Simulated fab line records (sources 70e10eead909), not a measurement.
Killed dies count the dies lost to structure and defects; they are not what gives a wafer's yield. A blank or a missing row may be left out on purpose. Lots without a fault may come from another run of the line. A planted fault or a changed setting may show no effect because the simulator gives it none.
fab line records	flow nand_harc
record lots=7	wafers=21	last_day=25
route steps=1159 shown A_CONTACT@959 A_BLC@964
lots that met no fault: taken from a fault-free run of the same line
start_h: hours from the record's first day to the start of the lot's first wafer shown	wait_h: hours elapsed since this lot's preceding step	" as in the row above	L1.1+2: a row that stands for several wafers	- value missing, or start not given	* or withheld: withheld	< > ~ a bound
route shown NAME@n: names a module that has steps shown in the file, with the first one's number in the route	usual: mean/standard deviation taken from wafers without a fault	same: alike in all rows	chamber/n: place in a boat	sites: readings site by site	_std_site: their standard deviation	_edge_site: mean of outer sites minus mean of inner sites	radius_mm: for every site, how far away it sits from the centre of the wafer	mask NAME#n: copy n	behind: the last tool/chamber to shape the wafer	hold: the reason the lot was held/the length of the hold in hours/how it ended	device: the n, p or np transistor that did not switch	end of line: tests of these same wafers at the route's end	step lacking rows: just its recipe	killed: dies that structure and defects cost at the first sort, which is not the same as the wafer's yield	map: the dies of a wafer, with x for killed, . for not killed, _ for no die there
set.NAME: the setting that was run; set.NAME@STEP: the one run at that earlier step	model.NAME: the simulator's own value behind a step, which no gauge read
a table for each step, a row for each wafer; lots at some steps of the route
services: a tool's chamber out of use, with start hour (start_h, from the record's first day; less than 0 if before it), hours out, and reason
## steps
# step NHARC_A_CONTACT_CVD_19
# recipe target_thk_a=3000	temp_c=300	pressure_torr=40	wf6_flow_sccm=40	h2_flow_sccm=1600	ar_flow_sccm=1560	time_s=802	material=W
# usual chamber_pressure_Torr=40.01/0.082	heater_power_outer_w=255/10	heater_power_w=476/21	throttle_valve_pct=7.82/0.28
lot.wafer	tool	chamber	start_h	wait_h	chamber_pressure_Torr	heater_power_outer_w	heater_power_w	throttle_valve_pct
L727.2	cvd_w-01	0	-	-	40.05	257	470	7.62
L727.1	"	1	"	"	40.15	271	502	8.23
L727.6	"	0	"	"	40.07	259	459	7.68
L733.2	cvd_w-02	0	-	-	39.98	247	447	8.09
L733.1	"	1	"	"	39.97	244	479	7.93
L733.6	"	1	"	"	39.92	253	492	7.73
L732.1	cvd_w-02	1	-	-	39.95	249	494	7.76
L732.4	"	0	"	"	40.09	240	449	7.73
L732.3	"	1	"	"	40.02	242	491	7.63
L735.1	cvd_w-01	0	-	-	39.91	264	493	7.41
L735.5	"	0	"	"	39.93	268	482	7.10
L735.6	"	1	"	"	40.02	265	502	7.91
L738.2	cvd_w-02	1	-	-	40.01	245	490	7.84
L738.4	"	0	"	"	40.18	247	461	8.04
L738.6	"	1	"	"	40.05	244	497	7.81
L739.1	cvd_w-02	0	-	-	39.99	245	454	7.83
L739.3	"	1	"	"	39.95	250	496	8.05
L739.5	"	0	"	"	39.98	250	462	8.06
L737.1	cvd_w-01	0	-	-	40.02	269	476	7.49
L737.3	"	1	"	"	40.13	268	490	8.10
L737.6	"	0	"	"	39.84	262	478	7.53
# step NHARC_A_CONTACT_CMP_20
# recipe t_overpolish_s=30	target_thk_nm=300
# usual motor_current_A=11.9/1.3	overpolish_run_s=30.000/0.0094	slurry_flow_ml_min=149.9/0.47	time_to_endpoint_s=62/4.2
lot.wafer	tool	chamber	start_h	wait_h	motor_current_A	overpolish_run_s	slurry_flow_ml_min	time_to_endpoint_s
L727.2	cmp-02	3	451.59	0.8	11.8	30.002	149.7	60
L727.1	"	2	"	"	12.8	29.995	150.2	62
L727.6	"	3	"	"	11.3	29.996	150.4	61
L733.2	cmp-04	2	482.22	0.8	12.1	30.009	149.2	63
L733.1	"	3	"	"	13.9	30.016	150.1	61
L733.6	"	3	"	"	13.7	29.998	149.4	62
L732.3	cmp-01	0	482.96	0.4	13.7	30.006	148.8	65
L732.4	"	2	"	"	11.6	29.991	150.3	61
L732.1	"	3	"	"	13.3	29.997	150.2	64
L735.1	cmp-02	2	506.78	0.8	11.9	30.008	149.7	61
L735.6	"	3	"	"	11.5	29.996	149.7	62
L735.5	"	0	"	"	9.3	30.028	149.6	65
L738.4	cmp-01	0	521.02	0.6	13.1	30.002	150.2	68
L738.2	"	1	"	"	10.6	29.990	150.5	71
L738.6	"	0	"	"	13.6	30.023	150.1	66
L739.1	cmp-01	0	522.97	0.8	13.2	29.991	150.7	59
L739.3	"	2	"	"	12.4	30.007	150.3	57
L739.5	"	3	"	"	13.2	29.996	149.3	57
L737.3	cmp-01	0	531.10	0.5	12.8	30.005	149.7	65
L737.1	"	3	"	"	12.7	30.005	150.3	59
L737.6	"	1	"	"	10.2	29.999	149.6	63
# step NHARC_A_CONTACT_SRD_22
# step NHARC_A_CONTACT_INSPECT_23
# usual raw_defect_count=469/150
lot.wafer	tool	chamber	start_h	wait_h	raw_defect_count
L727.1	defect_inspect-01	-	451.99	0.1	486
L727.2	"	-	"	"	432
L727.6	"	-	"	"	405
L733.1	defect_inspect-01	-	482.62	0.1	551
L733.2	"	-	"	"	396
L733.6	"	-	"	"	466
L732.1	defect_inspect-02	-	483.40	0.1	405
L732.3	"	-	"	"	616
L732.4	"	-	"	"	503
L735.1	defect_inspect-01	-	507.11	0.1	465
L735.5	"	-	"	"	335
L735.6	"	-	"	"	538
L738.2	defect_inspect-01	-	521.40	0.1	376
L738.4	"	-	"	"	362
L738.6	"	-	"	"	455
L739.1	defect_inspect-01	-	523.36	0.1	418
L739.3	"	-	"	"	1007
L739.5	"	-	"	"	546
L737.1	defect_inspect-01	-	531.51	0.1	463
L737.3	"	-	"	"	509
L737.6	"	-	"	"	500
# step NHARC_A_BLC_DEHYDRATE_00
# recipe temp_c=150	time_s=120
# step NHARC_A_BLC_HMDS_01
# recipe time_s=30
# step NHARC_A_BLC_COAT_02
# recipe temp_c=260	time_s=75
# step NHARC_A_BLC_COAT_03
# recipe temp_c=225	time_s=65
# step NHARC_A_BLC_COAT_04
# recipe spin_rpm=1500	resist_thk_nm=90
# step NHARC_A_BLC_SOFTBAKE_05
# recipe temp_c=105	time_s=55
# step NHARC_A_BLC_EBR_06
# step NHARC_A_BLC_EXPOSE_07
# recipe na=1.35	target_cd_nm=100	dose_mj=67.97	mask_id=A_BLC
# usual exposure_dose_mJ_cm2=67.94/0.073	focus_offset_nm=-0.1/0.55
lot.wafer	tool	chamber	start_h	wait_h	mask	exposure_dose_mJ_cm2	focus_offset_nm
L727.1	arfi_scanner-01	0	452.37	-	A_BLC#0	68.06	0.1
L727.2	"	0	"	"	A_BLC#0	67.99	-0.5
L727.6	"	0	"	"	A_BLC#0	68.00	-0.5
L733.1	arfi_scanner-03	-	482.99	-	A_BLC#0	-	-
L733.2	"	-	"	"	A_BLC#0	-	-
L733.6	"	-	"	"	A_BLC#0	-	-
L732.1	arfi_scanner-01	-	483.76	-	A_BLC#0	-	-
L732.3	"	-	"	"	A_BLC#0	-	-
L732.4	"	-	"	"	A_BLC#0	-	-
L735.1	arfi_scanner-02	-	507.47	-	A_BLC#0	-	-
L735.5	"	-	"	"	A_BLC#0	-	-
L735.6	"	-	"	"	A_BLC#0	-	-
L738.2	arfi_scanner-01	0	521.77	-	A_BLC#0	67.93	-0.6
L738.4	"	0	"	"	A_BLC#0	67.93	-0.5
L738.6	"	0	"	"	A_BLC#0	67.93	0.1
L739.1	arfi_scanner-01	0	523.60	-	A_BLC#0	67.92	0.2
L739.3	"	0	"	"	A_BLC#0	67.94	0.4
L739.5	"	0	"	"	A_BLC#0	68.07	0.3
L737.1	arfi_scanner-02	0	531.88	-	A_BLC#0	67.83	0.3
L737.3	"	0	"	"	A_BLC#0	67.83	-0.2
L737.6	"	0	"	"	A_BLC#0	68.02	-0.1
# step NHARC_A_BLC_PEB_08
# recipe peb_temp_c=100	peb_time_s=65
## services
tool	chamber	start_h	hours	kind
cmp-02	-	427.69	3.4	repair
arfi_scanner-02	-	428.00	4.0	pm
cmp-01	-	440.23	1.1	repair
cmp-02	-	442.35	6.8	repair
cmp-01	-	446.35	1.8	repair
arfi_scanner-03	-	469.67	1.4	repair
arfi_scanner-02	-	469.99	1.2	repair
cmp-01	-	473.50	4.0	pm
cvd_w-01	-	476.08	13.0	pm
cvd_w-01	0	476.08	13.0	vent_cycle
cvd_w-01	1	476.08	13.0	vent_cycle
cmp-01	-	477.50	-	consumable_replace:conditioner
cmp-01	-	477.50	-	consumable_replace:pad
arfi_scanner-03	-	484.00	4.0	pm
arfi_scanner-02	-	485.78	4.2	repair
cvd_w-01	0	489.08	-	clean
arfi_scanner-01	-	489.89	1.2	repair
cmp-04	-	492.96	22.0	repair
arfi_scanner-01	-	505.31	2.6	repair
arfi_scanner-02	-	508.43	0.6	repair
cmp-04	-	514.99	4.0	pm
cvd_w-02	1	518.19	-	calibration
cmp-02	-	520.50	4.0	pm
arfi_scanner-01	-	523.91	0.3	repair
## key
first_sign step=NHARC_A_BLC_EXPOSE_07	reading=tool_record	direction=missing
effect none on later readings
met_at NHARC_A_BLC_EXPOSE_07
struck_wafers L732.1,L732.3,L732.4,L733.1,L733.2,L733.6,L735.1,L735.5,L735.6
later_rows_left_out L732.1,L732.3,L732.4,L733.1,L733.2,L733.6,L735.1,L735.5,L735.6
sort_left_out L732.1,L732.3,L732.4,L733.1,L733.2,L733.6,L735.1,L735.5,L735.6
tester_left_out L732,L733,L735
onset_between 452.37 482.99
fault kind=skipped_step_whole	tool=arfi_scanner-01,arfi_scanner-02,arfi_scanner-03	chamber=-	onset_h=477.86	steps=NHARC_A_BLC_EXPOSE_07	scope=struck_lots_only
# tester_left_out: of these lots the tester's yield and bins aren't shown, on N5 and GAA mostly nor the transistor test; their killed dies are dies lost to structure and defects alone, not to doping, threshold or leakage, so they don't give the yield
# sort_left_out: the simulated sort isn't trusted on such a fault, so these wafers' sort isn't shown, and their yield isn't known
# later_rows_left_out: the simulator's readings of these wafers behind a module that went badly wrong aren't trusted and aren't shown, but for the sort
